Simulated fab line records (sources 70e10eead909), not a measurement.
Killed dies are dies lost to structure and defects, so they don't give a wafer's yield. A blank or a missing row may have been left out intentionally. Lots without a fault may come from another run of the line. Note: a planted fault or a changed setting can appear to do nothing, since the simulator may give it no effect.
8D (eight disciplines) problem report, filled in by code	flow nand-harc	the parts of the form that need people (team, actions taken, sign-off) are left out

## 1. WHAT WENT WRONG
Wafers without a fault read 154.6 nm, standard deviation 1.3; thk-nm at NHARC_A_M1_THK_MEAS_24 reads a mean of 147.1 nm on 6 wafers belonging to 2 lots. That puts it -5.8 standard deviations away from the usual mean.
The step: measures by xrf.
First seen on wafer L822.3, day 21 14:11, on film-metro-01. The record holds 36 wafers of 12 lots with a number at this step. The rule behind "out" and "out of limits": a value lying over 4 standard deviations away from the usual mean. The rest of the wafers with a number are treated as sound.

## 2. WHAT IT IS; WHAT IT IS NOT
question	is	is not
which readings at this step	thk-nm	-
which lots	L820, L822	L809, L810, L812, L813, L824, L827, L828, L829, L831, L832
which wafers of those lots	all that have a number	-
read on which gauges	film-metro-01	film-metro-02
when	from day 21 14:11	up to then (12 sound wafers); but 18 sound wafers of L824, L827, L828, L829, L831, L832 came after

## 3. WHAT RULES OUT EACH SUSPECT
Counting: a tool at a process step up to the reading stays a suspect if it ran every lot that is out and no sound lot after the first of them.
- the gauge at NHARC_A_M1_THK_MEAS_24 is ruled out. All the wafers that are out were read on film-metro-01, but those of them that NHARC_A_M1_CMP_23 has rows for are out there too, on other tools.
- cmp-02 at NHARC_A_M1_CMP_23 (polishes, t overpolish 20 s, target thk 154.34 nm): kept. Every lot that is out went through it, starting with L822 (day 21 13:54), and after that it ran no sound lot; the last sound lot it ran before then is L812 (day 19 03:47). Out on those wafers are its own readings of time-to-endpoint-s.
Remaining after the count: cmp-02 at NHARC_A_M1_CMP_23.

## 4. THE CAUSE (what the simulator had put in)
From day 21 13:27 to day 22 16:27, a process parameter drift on cmp-02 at NHARC_A_M1_CMP_23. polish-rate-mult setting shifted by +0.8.
This tool alone remained once counting was done.

## 5. THE EFFECT CHAIN, in route order
One row per reading whose mean, taken over the struck wafers that have a number, lies over 3 standard deviations from the usual. Readings are gone through only where the record gives a usual standard deviation; hours: the median, over the lots, of the time from a lot's start at the first step in this table giving one to that lot's start at this step; sigmas: the change measured in usual standard deviations.
hours	step	reading	usual	on struck wafers	change	sigmas
0	NHARC_A_M1_CMP_23	time-to-endpoint-s	29.2 s	15.3	-13.8	-6.6
0	NHARC_A_M1_THK_MEAS_24	thk-nm	154.6 nm	147.1	-7.5	-5.8
Its process steps:
- NHARC_A_M1_CMP_23: polishes, t overpolish 20 s, target thk 154.34 nm.
At these later measuring or inspecting steps, every struck wafer for which the step has a row has a number for every such reading, and none has moved that far: NHARC_END_SORT_01.

## 6. WHAT WOULD HAVE CAUGHT IT SOONER
In this record the first reading out of limits at a measuring or inspecting step was taken at day 21 14:11, 1 hour after the fault began at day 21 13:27.
The tool's own readings at NHARC_A_M1_CMP_23 were out on every struck wafer that the step has a row for (time-to-endpoint-s): an alarm limit on them would have fired on the first of those.
Among the 2 lots that are out, L820 began NHARC_A_M1_CMP_23 on cmp-02 after day 21 14:11. It would have been spared by a hold on the tool at that moment.
